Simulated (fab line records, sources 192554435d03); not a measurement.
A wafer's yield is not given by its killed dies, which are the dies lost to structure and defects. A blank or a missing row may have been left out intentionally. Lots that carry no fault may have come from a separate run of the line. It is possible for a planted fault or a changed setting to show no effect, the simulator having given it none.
Matching of chambers | flow n5 finfet | N5_FIN_SAQP_SPACER1_ALD_24 on ald sin-04 has 4 sister chambers
The step deposits SiO2, target thk 20.3 nm, pulse time 1 s, purge time 2 s. 4 wafers are shown with their chamber, then 9 later ones without.

WAFERS WITH THEIR CHAMBER
wafer  | chamber | heater power w (W)
L089.1 | 0       | 460
L092.2 | 3       | 437
L092.3 | 1       | 439
L092.5 | 2       | 462

WAFERS MISSING THEIR CHAMBER
wafer  | heater power w (W)
L095.1 | 465
L095.3 | 427
L095.4 | 475
L097.1 | 456
L097.2 | 433
L097.3 | 471
L097.4 | 419
L097.5 | 464
L097.6 | 431

WHICH CHAMBER EACH WENT THROUGH
wafer  | from the rows above               | in truth
L095.1 | can't be placed: 2 or 0           | 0
L095.3 | can't be placed: 3 or 1           | 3
L095.4 | can't be placed: 2 or 0           | 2
L097.1 | can't be placed: 0 or 2 or 1 or 3 | 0
L097.2 | can't be placed: 3 or 1           | 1
L097.3 | can't be placed: 2 or 0           | 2
L097.4 | can't be placed: 3 or 1           | 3
L097.5 | can't be placed: 2 or 0           | 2
L097.6 | can't be placed: 3 or 1           | 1
Placed correctly: 0 of 9. These rows do not allow placing 9 (true chamber among the candidates in 9). Wrongly placed: 0.
How it was worked out, from the rows above alone: a wafer's distance from a chamber is the root of the sum, over the readings, of the square of ((its reading less the chamber's mean) divided by the reading's scatter). If the next closest chamber is less than 2 further off than the closest, the wafer can't be placed; otherwise it belongs to the closest. A chamber's mean is the mean of its shown wafers. The scatter (one wafer shown for each chamber): square how far every hidden wafer sits from the nearest shown wafer, average those squares and take the square root.
